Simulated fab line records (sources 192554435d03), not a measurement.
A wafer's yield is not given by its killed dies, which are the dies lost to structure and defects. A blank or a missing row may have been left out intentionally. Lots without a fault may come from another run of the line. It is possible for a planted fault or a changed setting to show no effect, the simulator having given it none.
Chamber matching -- flow n5_finfet -- 4 sister chambers for N5_BEOL_M3_STRIP_66 on rie_diel-03
The step strips in CF4. 20 wafers are shown with their chamber, then 10 later ones without.

WAFERS WITH THEIR CHAMBER
wafer,chamber,drypump_motor_current_A (A),showerhead_plenum_p_Torr (Torr),throttle_valve_pct (%)
L077.2,1,5.4,1.85,13.70
L077.4,0,5.9,1.91,13.22
L077.5,2,5.1,1.72,13.85
L078.2,3,6.2,1.90,13.43
L078.5,2,5.1,1.72,13.87
L078.6,1,5.4,1.85,13.69
L082.1,1,5.4,1.85,13.70
L082.2,3,6.2,1.90,13.46
L082.4,2,5.1,1.72,13.89
L081.2,0,5.9,1.91,13.24
L081.3,2,5.1,1.72,13.89
L081.4,3,6.2,1.90,13.46
L089.2,0,5.8,1.90,13.26
L089.4,3,6.2,1.90,13.47
L089.5,2,5.1,1.71,13.91
L090.1,0,5.9,1.90,13.25
L090.4,2,5.1,1.71,13.91
L090.6,0,5.9,1.90,13.26
L093.4,3,6.2,1.90,13.49
L093.5,0,5.9,1.90,13.25

SIGNATURES, as means of the wafers listed above
reading,chamber 0,chamber 1,chamber 2,chamber 3,scatter within a chamber
drypump_motor_current_A,5.883,5.400,5.100,6.200,0.0228
showerhead_plenum_p_Torr,1.9033,1.8500,1.7167,1.9000,0.00408
throttle_valve_pct,13.2467,13.6967,13.8867,13.4620,0.0191
Rule: for each reading, subtract the chamber's mean from the wafer's reading, divide by that reading's scatter and square the result; add these up over the readings and take the root, which gives the wafer's distance from the chamber. If the next closest chamber is less than 2 further off than the closest, the wafer can't be placed; otherwise it belongs to the closest. The scatter: take each reading less its chamber's mean, square it, sum over the shown wafers, divide by the number of wafers less the number of chambers, and take the root.

WAFERS WITHOUT THEIR CHAMBER
wafer,drypump_motor_current_A (A),showerhead_plenum_p_Torr (Torr),throttle_valve_pct (%)
L093.6,5.4,1.84,13.75
L095.1,5.9,1.90,13.30
L095.3,5.4,1.84,13.77
L095.6,5.9,1.90,13.28
L094.2,5.4,1.84,13.75
L094.4,6.2,1.89,13.52
L094.5,5.9,1.90,13.30
L096.1,5.8,1.90,13.29
L096.2,5.4,1.84,13.77
L096.4,5.1,1.92,13.35

CHAMBER TAKEN BY EACH
wafer,from the rows above,in truth
L093.6,1,1
L095.1,0,0
L095.3,1,1
L095.6,0,0
L094.2,1,1
L094.4,3,3
L094.5,0,0
L096.1,0,0
L096.2,1,1
L096.4,1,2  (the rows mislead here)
Correct placement for 9 of the 10. From these rows, 0 cannot be placed. 1 placed wrongly.
